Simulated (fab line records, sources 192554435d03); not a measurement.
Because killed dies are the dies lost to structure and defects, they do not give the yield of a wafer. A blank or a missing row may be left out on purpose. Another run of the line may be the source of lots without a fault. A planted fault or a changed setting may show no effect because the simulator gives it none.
fab line records | flow n5-finfet | part 2 of 2: steps 24 to 32 of 32
record: lots: 5 | wafers: 15 | last-day: 18
route steps=1938 shown BEOL_M13@1682
lots with no fault: from the same line, run without faults
start-h: start of the lot's first displayed wafer, in hours after the record's first day | wait-h: hours elapsed since this lot's preceding step | " same as the row above | L1.1+2: several wafers, shown together as one row | - no value, or no start given | * or withheld: withheld | < > ~ a bound
route shown NAME@n: names a module that has steps shown in the file, with the first one's number in the route | usual: mean/standard deviation taken from wafers without a fault | same: alike in all rows | chamber/n: place in a boat | sites: readings site by site | _std_site: how widely they spread, as a standard deviation | _edge_site: mean of outer sites minus mean of inner sites | radius-mm: how far each site lies from the wafer's centre | mask NAME#n: copy n | behind: tool/chamber where the wafer was last shaped | hold: why the lot went on hold/how many hours it stayed there/how the hold came to an end | device: names the non-switching transistor (n, p or np) | end of line: tests run on the same wafers once the route is complete | where a step has no rows: the recipe by itself | killed: at the first sort, the dies lost to defects and structure; wafer yield is something else | map: shows each die of a wafer: x if killed, . if not, _ if none is there
set.NAME: the setting that was run; set.NAME@STEP: the one run at that earlier step | model.NAME: the simulator's own value behind a step, which no gauge read
a table for each step, a row for each wafer; lots at some steps of the route
services: from which hour (start-h, from the record's first day; less than 0 if before it) a tool's chamber was out of use, for how many hours, and why
== steps ==
step: N5_BEOL_M13_SPUTTER_43
recipe: material: TaN | target-thk-a: 150 | temp-c: 50 | bias-v: 168.6 | power-w: 15000 | chamber-pressure-pa: 0.12 | time-s: 24.19
usual: substrate-temp-c: 49.99/0.11 | throttle-valve-pct: 29.8/0.79
lot.wafer | tool           | chamber | start-h | wait-h | substrate-temp-c | throttle-valve-pct
L078.1    | pvd-sputter-03 | -       | 264.58  | 0.0    | 50.15            | 29.4
L078.3    | "              | -       | "       | "      | 50.15            | 30.8
L078.6    | "              | -       | "       | "      | 50.11            | 30.8
L080.1    | pvd-sputter-01 | -       | 277.21  | 0.0    | 49.88            | 30.1
L080.3    | "              | -       | "       | "      | 49.87            | 29.0
L080.6    | "              | -       | "       | "      | 49.95            | 29.1
L084.2    | pvd-sputter-01 | -       | 315.69  | 0.0    | 50.03            | 29.5
L084.3    | "              | -       | "       | "      | 50.09            | 30.6
L084.5    | "              | -       | "       | "      | 50.06            | 30.7
L087.1    | pvd-sputter-02 | -       | 332.76  | 0.0    | 49.94            | 30.9
L087.5    | "              | -       | "       | "      | 50.15            | 28.9
L087.6    | "              | -       | "       | "      | 50.09            | 30.9
L093.1    | pvd-sputter-03 | -       | 372.58  | 0.0    | 50.17            | 30.9
L093.3    | "              | -       | "       | "      | 50.06            | 29.3
L093.5    | "              | -       | "       | "      | 49.99            | 29.5
step: N5_BEOL_M13_SPUTTER_44
recipe: material: Ta | target-thk-a: 100 | temp-c: 50 | bias-v: 80 | power-w: 15000 | chamber-pressure-pa: 0.07 | time-s: 16.13
usual: substrate-temp-c: 50.00/0.11 | throttle-valve-pct: 29.8/0.79
lot.wafer | tool           | chamber | start-h | wait-h | substrate-temp-c | throttle-valve-pct
L078.1    | pvd-sputter-03 | -       | 264.66  | 0.0    | 50.12            | 29.4
L078.3    | "              | -       | "       | "      | 49.98            | 31.1
L078.6    | "              | -       | "       | "      | 49.72            | 30.7
L080.1    | pvd-sputter-01 | -       | 277.29  | 0.0    | 50.21            | 30.4
L080.3    | "              | -       | "       | "      | 49.88            | 29.0
L080.6    | "              | -       | "       | "      | 50.17            | 28.8
L084.2    | pvd-sputter-01 | -       | 315.77  | 0.0    | 49.56            | 29.4
L084.3    | "              | -       | "       | "      | 50.06            | 30.6
L084.5    | "              | -       | "       | "      | 49.99            | 31.0
L087.1    | pvd-sputter-02 | -       | 332.84  | 0.0    | 50.01            | 30.5
L087.5    | "              | -       | "       | "      | 50.07            | 28.9
L087.6    | "              | -       | "       | "      | 50.14            | 31.2
L093.1    | pvd-sputter-03 | -       | 372.66  | 0.0    | 50.05            | 30.5
L093.3    | "              | -       | "       | "      | 50.07            | 29.3
L093.5    | "              | -       | "       | "      | 50.11            | 29.5
step: N5_BEOL_M13_SPUTTER_45
recipe: material: Cu | target-thk-a: 800 | temp-c: -20 | bias-v: 60 | power-w: 26000 | chamber-pressure-pa: 0.13 | time-s: 13.33
usual: substrate-temp-c: -20.02/0.11 | throttle-valve-pct: 29.9/0.78
lot.wafer | tool           | chamber | start-h | wait-h | substrate-temp-c | throttle-valve-pct
L078.1    | pvd-sputter-03 | -       | 264.74  | 0.0    | -19.90           | 29.5
L078.3    | "              | -       | "       | "      | -19.94           | 31.1
L078.6    | "              | -       | "       | "      | -20.05           | 30.8
L080.1    | pvd-sputter-01 | -       | 277.37  | 0.0    | -20.02           | 30.2
L080.3    | "              | -       | "       | "      | -19.91           | 29.0
L080.6    | "              | -       | "       | "      | -19.78           | 29.1
L084.2    | pvd-sputter-01 | -       | 315.85  | 0.0    | -20.13           | 29.3
L084.3    | "              | -       | "       | "      | -19.99           | 31.0
L084.5    | "              | -       | "       | "      | -20.06           | 31.0
L087.1    | pvd-sputter-02 | -       | 332.92  | 0.0    | -20.13           | 30.9
L087.5    | "              | -       | "       | "      | -20.06           | 28.8
L087.6    | "              | -       | "       | "      | -20.02           | 31.1
L093.1    | pvd-sputter-03 | -       | 372.74  | 0.0    | -19.89           | 30.8
L093.3    | "              | -       | "       | "      | -20.11           | 29.7
L093.5    | "              | -       | "       | "      | -20.02           | 29.4
step: N5_BEOL_M13_ECD_47
recipe: material: Cu | target-thk-a: 9360
lot.wafer  | tool      | chamber | start-h | wait-h
L078.1+3+6 | ecd-cu-01 | 0       | 264.86  | 0.1
L080.1+3+6 | ecd-cu-02 | 0,0,1   | 277.49  | 0.1
L084.2+3+5 | ecd-cu-02 | 0       | 315.97  | 0.1
L087.1+5+6 | ecd-cu-02 | 0,0,1   | 333.04  | 0.1
L093.1+3+5 | ecd-cu-01 | 1,0,1   | 372.86  | 0.1
step: N5_BEOL_M13_ANNEAL_48
recipe: temp-c: 225 | time-s: 90 | ambient: N2
usual: anneal-temp-c: 224.99/0.14 | wafer_temp_C_max: 226.2/0.52
lot.wafer | tool          | chamber | start-h | wait-h | anneal-temp-c | wafer_temp_C_max
L078.1    | rtp-anneal-01 | 0       | 265.02  | 0.1    | 224.79        | 225.7
L078.3    | "             | 0       | "       | "      | 224.90        | 225.7
L078.6    | "             | 0       | "       | "      | 225.22        | 225.7
L080.1    | rtp-anneal-02 | 0       | 277.65  | 0.1    | 225.08        | 226.4
L080.3    | "             | 0       | "       | "      | 225.15        | 227.0
L080.6    | "             | 0       | "       | "      | 225.32        | 227.1
L084.2    | rtp-anneal-01 | 0       | 316.24  | 0.2    | 225.10        | 225.7
L084.3    | "             | 0       | "       | "      | 224.96        | 225.8
L084.5    | "             | 0       | "       | "      | 224.98        | 225.6
L087.1    | rtp-anneal-02 | 0       | 333.20  | 0.1    | 225.08        | 226.4
L087.5    | "             | 0       | "       | "      | 224.97        | 226.6
L087.6    | "             | 0       | "       | "      | 224.94        | 226.5
L093.1    | rtp-anneal-01 | 0       | 373.02  | 0.1    | 225.01        | 225.8
L093.3    | "             | 0       | "       | "      | 224.89        | 225.9
L093.5    | "             | 0       | "       | "      | 225.17        | 226.0
step: N5_BEOL_M13_CMP_49
recipe: stop-on: SiOC | t-overpolish-s: 17.1 | down-force-psi: 1 | platen-rpm: 50 | clearing-platen-down-force-psi: 1.5 | clearing-platen-rpm: 50 | post-cmp-clean: cu-alkaline | target-thk-nm: 420 | clearing-platen-pad-velocity-m-s: 0.99484 | pad-velocity-m-s: 0.99484
usual: barrier-field-endpoint-s: 30.4/0.82 | motor-current-A: 6.1/0.66 | overpolish-run-s: 17.099/0.0097
lot.wafer | tool   | chamber | start-h | wait-h | barrier-field-endpoint-s | motor-current-A | overpolish-run-s
L078.3    | cmp-03 | 0       | 265.32  | 0.2    | 30.5                     | 6.7             | 17.108
L078.1    | "      | 3       | "       | "      | 31.2                     | 6.6             | 17.116
L078.6    | "      | 1       | "       | "      | 29.6                     | 5.6             | 17.101
L080.1    | cmp-03 | 3       | 278.03  | 0.3    | 30.6                     | 6.8             | 17.095
L080.3    | "      | 0       | "       | "      | 31.7                     | 7.0             | 17.091
L080.6    | "      | 2       | "       | "      | 31.1                     | 6.4             | 17.094
L084.3    | cmp-03 | 0       | 316.49  | 0.2    | 30.8                     | 7.1             | 17.092
L084.2    | "      | 2       | "       | "      | 30.2                     | 5.9             | 17.086
L084.5    | "      | 0       | "       | "      | 30.2                     | 7.1             | 17.099
L087.1    | cmp-02 | 0       | 333.62  | 0.4    | 30.4                     | 6.8             | 17.091
L087.5    | "      | 1       | "       | "      | 29.0                     | 6.6             | 17.116
L087.6    | "      | 2       | "       | "      | 30.8                     | 5.8             | 17.088
L093.3    | cmp-03 | 3       | 373.39  | 0.2    | 31.3                     | 6.5             | 17.085
L093.1    | "      | 0       | "       | "      | 30.6                     | 7.0             | 17.114
L093.5    | "      | 2       | "       | "      | 31.1                     | 5.9             | 17.105
step: N5_BEOL_M13_THK_MEAS_50
recipe: thk-meas-gauge: xrf | reads: Cu_of_BEOL_M13_ECD_47
usual: M13_THK: 422/7.3
lot.wafer | tool          | chamber | start-h | wait-h | M13_THK[nm]
L078.1    | film-metro-02 | -       | 265.61  | -      | 416
L078.3    | "             | -       | "       | "      | 430
L078.6    | "             | -       | "       | "      | 421
L080.1    | film-metro-01 | -       | 278.25  | -      | 430
L080.3    | "             | -       | "       | "      | 422
L080.6    | "             | -       | "       | "      | 427
L084.2    | film-metro-02 | -       | 316.79  | -      | 437
L084.3    | "             | -       | "       | "      | 431
L084.5    | "             | -       | "       | "      | 424
L087.1    | film-metro-02 | -       | 333.80  | -      | 430
L087.5    | "             | -       | "       | "      | 428
L087.6    | "             | -       | "       | "      | 433
L093.1    | film-metro-01 | -       | 373.61  | -      | 409
L093.3    | "             | -       | "       | "      | 406
L093.5    | "             | -       | "       | "      | 409
step: N5_BEOL_M13_PRE_CLEAN_52
recipe: gas: NH3 | time-s: 15 | temp-c: withheld | rf-power-w: 300
lot.wafer  | tool     | chamber | start-h | wait-h
L078.1+3+6 | pecvd-03 | 0,1,2   | 265.65  | 0.0
L080.1+3+6 | pecvd-02 | 2,0,0   | 278.28  | 0.0
L084.2+3+5 | pecvd-01 | 0       | 316.83  | 0.0
L087.1+5+6 | pecvd-02 | 1,1,2   | 333.83  | 0.0
L093.1+3+5 | pecvd-03 | 1,2,0   | 373.65  | 0.0
step: N5_BEOL_M13_DEP_53
recipe: material: SiCN | target-thk-a: 500 | temp-c: withheld | precursor: 3MS/NH3 | pressure-torr: 3 | rf-w: 675 | time-s: 17.8
usual: chamber-pressure-Torr: 3.000/0.0071 | showerhead-plenum-p-Torr: 4.164/0.026 | throttle-valve-pct: 18.1/0.68
lot.wafer | tool     | chamber | start-h | wait-h | chamber-pressure-Torr | showerhead-plenum-p-Torr | throttle-valve-pct
L078.1    | pecvd-03 | 0       | 265.67  | 0.0    | 3.002                 | 4.136                    | 18.4
L078.3    | "        | 1       | "       | "      | 2.991                 | 4.169                    | 18.8
L078.6    | "        | 2       | "       | "      | 2.999                 | 4.154                    | 17.4
L080.1    | pecvd-02 | 2       | 278.31  | 0.0    | 2.995                 | 4.119                    | 18.1
L080.3    | "        | 0       | "       | "      | 3.004                 | 4.184                    | 18.4
L080.6    | "        | 0       | "       | "      | 2.991                 | 4.185                    | 18.4
L084.2    | pecvd-01 | 0       | 316.86  | 0.0    | 2.991                 | 4.195                    | 18.1
L084.3    | "        | 0       | "       | "      | 2.998                 | 4.197                    | 17.8
L084.5    | "        | 0       | "       | "      | 2.996                 | 4.190                    | 18.2
L087.1    | pecvd-02 | 1       | 333.86  | 0.0    | 3.008                 | 4.193                    | 18.9
L087.5    | "        | 1       | "       | "      | 3.006                 | 4.188                    | 18.8
L087.6    | "        | 2       | "       | "      | 2.993                 | 4.111                    | 18.4
L093.1    | pecvd-03 | 1       | 373.67  | 0.0    | 3.015                 | 4.167                    | 19.1
L093.3    | "        | 2       | "       | "      | 2.990                 | 4.163                    | 17.6
L093.5    | "        | 0       | "       | "      | 2.993                 | 4.132                    | 18.1
== services ==
tool            | chamber | start-h | hours | kind
pecvd-02        | -       | 239.60  | 1.0   | repair
pecvd-01        | -       | 242.73  | 2.0   | repair
wet-bench-06    | -       | 243.45  | 1.4   | repair
rie-diel-04     | 0       | 250.43  | 17.9  | repair
ecd-cu-01       | -       | 251.17  | 2.8   | repair
cmp-03          | -       | 251.27  | 4.0   | pm
plasma-asher-01 | -       | 262.98  | 1.9   | repair
rie-diel-03     | -       | 267.61  | 2.8   | pm
pecvd-01        | 1       | 268.27  | 3.6   | repair
cmp-03          | -       | 272.64  | 0.3   | repair
rie-diel-03     | 3       | 285.89  | 4.9   | repair
krf-scanner-01  | -       | 295.11  | 0.8   | pm
ecd-cu-01       | -       | 296.10  | 65.9  | repair
krf-scanner-01  | -       | 298.95  | 1.0   | pm
pvd-sputter-02  | -       | 305.99  | 6.3   | repair
krf-scanner-01  | -       | 311.60  | 0.4   | repair
rie-diel-06     | -       | 318.79  | 1.1   | repair
cmp-03          | -       | 332.55  | 0.6   | repair
plasma-asher-01 | -       | 333.79  | 1.1   | repair
cmp-03          | -       | 335.14  | 7.4   | pm
plasma-asher-01 | -       | 337.09  | 4.3   | pm
rie-diel-04     | 0       | 341.79  | 8.0   | repair
pvd-sputter-02  | -       | 359.20  | 3.8   | repair
rie-diel-06     | 0       | 366.77  | 5.4   | repair
